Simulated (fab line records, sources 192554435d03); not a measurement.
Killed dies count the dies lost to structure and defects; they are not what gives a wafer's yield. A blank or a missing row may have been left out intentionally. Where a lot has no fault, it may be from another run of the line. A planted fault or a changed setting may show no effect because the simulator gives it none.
Lot-split experiment / flow n5Finfet / route with 1938 steps; 7 lots, 39 wafers read

## SPLIT DETAILS
At N5_DUMMY_GATE_ETCH_37 (etches SOC in N2/H2, target depth 60 nm, overetch 30 nm), the setting sourceW was moved away from the recipe's 840 W on 18 of the 39 wafers read, by -15.7% to +17.0%. For the rest of the wafers, this setting stayed at what the recipe calls for.

Reading taken at the split's own step.

## THE READING
rfVppV, in V, at N5_DUMMY_GATE_ETCH_37 (etches SOC in N2/H2, target depth 60 nm, overetch 30 nm). A value of 523.2 V with a standard deviation of 2 V is what fault-free wafers of this fab line usually give.

wafer=L074.2; tool, chamber at the split=rieDiel-04, 1; sourceW as run, W=840; against the recipe=recipe; rfVppV, V=523.4; against lot-mates on the recipe=-
wafer=L074.3; tool, chamber at the split=rieDiel-04, 0; sourceW as run, W=840; against the recipe=recipe; rfVppV, V=524.2; against lot-mates on the recipe=-
wafer=L074.4; tool, chamber at the split=rieDiel-04, 3; sourceW as run, W=840; against the recipe=recipe; rfVppV, V=522.9; against lot-mates on the recipe=-
wafer=L076.1; tool, chamber at the split=rieDiel-03, 3; sourceW as run, W=840; against the recipe=recipe; rfVppV, V=526.1; against lot-mates on the recipe=-
wafer=L076.2; tool, chamber at the split=rieDiel-03, 2; sourceW as run, W=840; against the recipe=recipe; rfVppV, V=522.8; against lot-mates on the recipe=-
wafer=L076.3; tool, chamber at the split=rieDiel-03, 1; sourceW as run, W=945; against the recipe=+12.5%; rfVppV, V=500.2; against lot-mates on the recipe=-23.8
wafer=L076.4; tool, chamber at the split=rieDiel-03, 0; sourceW as run, W=840; against the recipe=recipe; rfVppV, V=523.2; against lot-mates on the recipe=-
wafer=L076.5; tool, chamber at the split=rieDiel-03, 1; sourceW as run, W=945; against the recipe=+12.5%; rfVppV, V=499.3; against lot-mates on the recipe=-24.7
wafer=L076.6; tool, chamber at the split=rieDiel-03, 0; sourceW as run, W=945; against the recipe=+12.5%; rfVppV, V=503.4; against lot-mates on the recipe=-20.6
wafer=L079.1; tool, chamber at the split=rieDiel-06, 0; sourceW as run, W=982.7; against the recipe=+17.0%; rfVppV, V=496.5; against lot-mates on the recipe=-27.3
wafer=L079.2; tool, chamber at the split=rieDiel-06, 1; sourceW as run, W=982.7; against the recipe=+17.0%; rfVppV, V=498.5; against lot-mates on the recipe=-25.3
wafer=L079.3; tool, chamber at the split=rieDiel-06, 3; sourceW as run, W=840; against the recipe=recipe; rfVppV, V=525.6; against lot-mates on the recipe=-
wafer=L079.4; tool, chamber at the split=rieDiel-06, 2; sourceW as run, W=982.7; against the recipe=+17.0%; rfVppV, V=496.8; against lot-mates on the recipe=-27.0
wafer=L079.5; tool, chamber at the split=rieDiel-06, 1; sourceW as run, W=840; against the recipe=recipe; rfVppV, V=524.1; against lot-mates on the recipe=-
wafer=L079.6; tool, chamber at the split=rieDiel-06, 0; sourceW as run, W=840; against the recipe=recipe; rfVppV, V=521.6; against lot-mates on the recipe=-
wafer=L081.1; tool, chamber at the split=rieDiel-06, 2; sourceW as run, W=708.4; against the recipe=-15.7%; rfVppV, V=553.7; against lot-mates on the recipe=+29.7
wafer=L081.2; tool, chamber at the split=rieDiel-06, 3; sourceW as run, W=840; against the recipe=recipe; rfVppV, V=524.7; against lot-mates on the recipe=-
wafer=L081.3; tool, chamber at the split=rieDiel-06, 0; sourceW as run, W=840; against the recipe=recipe; rfVppV, V=523.0; against lot-mates on the recipe=-
wafer=L081.4; tool, chamber at the split=rieDiel-06, 1; sourceW as run, W=840; against the recipe=recipe; rfVppV, V=524.3; against lot-mates on the recipe=-
wafer=L081.5; tool, chamber at the split=rieDiel-06, 0; sourceW as run, W=708.4; against the recipe=-15.7%; rfVppV, V=552.9; against lot-mates on the recipe=+28.9
wafer=L081.6; tool, chamber at the split=rieDiel-06, 3; sourceW as run, W=708.4; against the recipe=-15.7%; rfVppV, V=556.5; against lot-mates on the recipe=+32.5
wafer=L084.1; tool, chamber at the split=rieDiel-04, 3; sourceW as run, W=763.9; against the recipe=-9.1%; rfVppV, V=538.6; against lot-mates on the recipe=+17.2
wafer=L084.2; tool, chamber at the split=rieDiel-04, 0; sourceW as run, W=763.9; against the recipe=-9.1%; rfVppV, V=540.2; against lot-mates on the recipe=+18.8
wafer=L084.3; tool, chamber at the split=rieDiel-04, 1; sourceW as run, W=763.9; against the recipe=-9.1%; rfVppV, V=540.8; against lot-mates on the recipe=+19.4
wafer=L084.4; tool, chamber at the split=rieDiel-04, 2; sourceW as run, W=840; against the recipe=recipe; rfVppV, V=521.4; against lot-mates on the recipe=-
wafer=L084.5; tool, chamber at the split=rieDiel-04, 2; sourceW as run, W=840; against the recipe=recipe; rfVppV, V=518.9; against lot-mates on the recipe=-
wafer=L084.6; tool, chamber at the split=rieDiel-04, 1; sourceW as run, W=840; against the recipe=recipe; rfVppV, V=523.8; against lot-mates on the recipe=-
wafer=L093.1; tool, chamber at the split=rieDiel-03, 1; sourceW as run, W=901.1; against the recipe=+7.3%; rfVppV, V=516.0; against lot-mates on the recipe=-10.2
wafer=L093.2; tool, chamber at the split=rieDiel-03, 0; sourceW as run, W=901.1; against the recipe=+7.3%; rfVppV, V=511.3; against lot-mates on the recipe=-14.9
wafer=L093.3; tool, chamber at the split=rieDiel-03, 3; sourceW as run, W=901.1; against the recipe=+7.3%; rfVppV, V=512.3; against lot-mates on the recipe=-13.9
wafer=L093.4; tool, chamber at the split=rieDiel-03, 0; sourceW as run, W=840; against the recipe=recipe; rfVppV, V=523.3; against lot-mates on the recipe=-
wafer=L093.5; tool, chamber at the split=rieDiel-03, 3; sourceW as run, W=840; against the recipe=recipe; rfVppV, V=526.1; against lot-mates on the recipe=-
wafer=L093.6; tool, chamber at the split=rieDiel-03, 1; sourceW as run, W=840; against the recipe=recipe; rfVppV, V=529.1; against lot-mates on the recipe=-
wafer=L095.1; tool, chamber at the split=rieDiel-03, 0; sourceW as run, W=840; against the recipe=recipe; rfVppV, V=524.3; against lot-mates on the recipe=-
wafer=L095.2; tool, chamber at the split=rieDiel-03, 3; sourceW as run, W=840; against the recipe=recipe; rfVppV, V=524.1; against lot-mates on the recipe=-
wafer=L095.3; tool, chamber at the split=rieDiel-03, 1; sourceW as run, W=760.2; against the recipe=-9.5%; rfVppV, V=544.8; against lot-mates on the recipe=+18.9
wafer=L095.4; tool, chamber at the split=rieDiel-03, 1; sourceW as run, W=840; against the recipe=recipe; rfVppV, V=529.3; against lot-mates on the recipe=-
wafer=L095.5; tool, chamber at the split=rieDiel-03, 3; sourceW as run, W=760.2; against the recipe=-9.5%; rfVppV, V=541.3; against lot-mates on the recipe=+15.4
wafer=L095.6; tool, chamber at the split=rieDiel-03, 0; sourceW as run, W=760.2; against the recipe=-9.5%; rfVppV, V=539.1; against lot-mates on the recipe=+13.2

THE FIT
A straight line over all 39 wafers: rfVppV changes by -1.76 V for each +1% of sourceW; r = -0.99; the points scatter about the line by 2.4 V.
The same after taking each lot's own level away (the mean of its wafers on the recipe; 39 wafers): -1.78 V for each +1%; r = -0.99; scatter 2.2 V.
On that fit, the largest move of sourceW shifts the reading by 30 V.
The lots' own levels span 521.37 to 526.17 V, that is 2.4 times the standard deviation above.
So the lot-to-lot level changes the slope little: the two slopes agree.
Check: -30.1 V against its lot-mates is what the line predicts for one of the wafers moved furthest among these (+17.0%) when that wafer is left out of the fit. It came out at -27.3 V against them.
Tool readings at the split's step, against how far the setting was moved: rfVppV r = -0.99.

## ADDITIONAL SPLITS CARRIED BY THESE WAFERS
Note: prior to the reading, these wafers also went through further splits. Each is held against what the fit with the lots' levels taken away leaves over:
other split on the same wafers=N5_FIN_SAQP_ETCH_69 targetDepthA; wafers away from the commonest value=12; r with rfVppV (lot level and that fit taken away)=-0.16
other split on the same wafers=N5_DUMMY_GATE_CVD_03 targetThkA; wafers away from the commonest value=12; r with rfVppV (lot level and that fit taken away)=-0.01

## THE FILE'S OWN FIT
rfVppV changes by -1.78 V for each +1% of sourceW, r = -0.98.
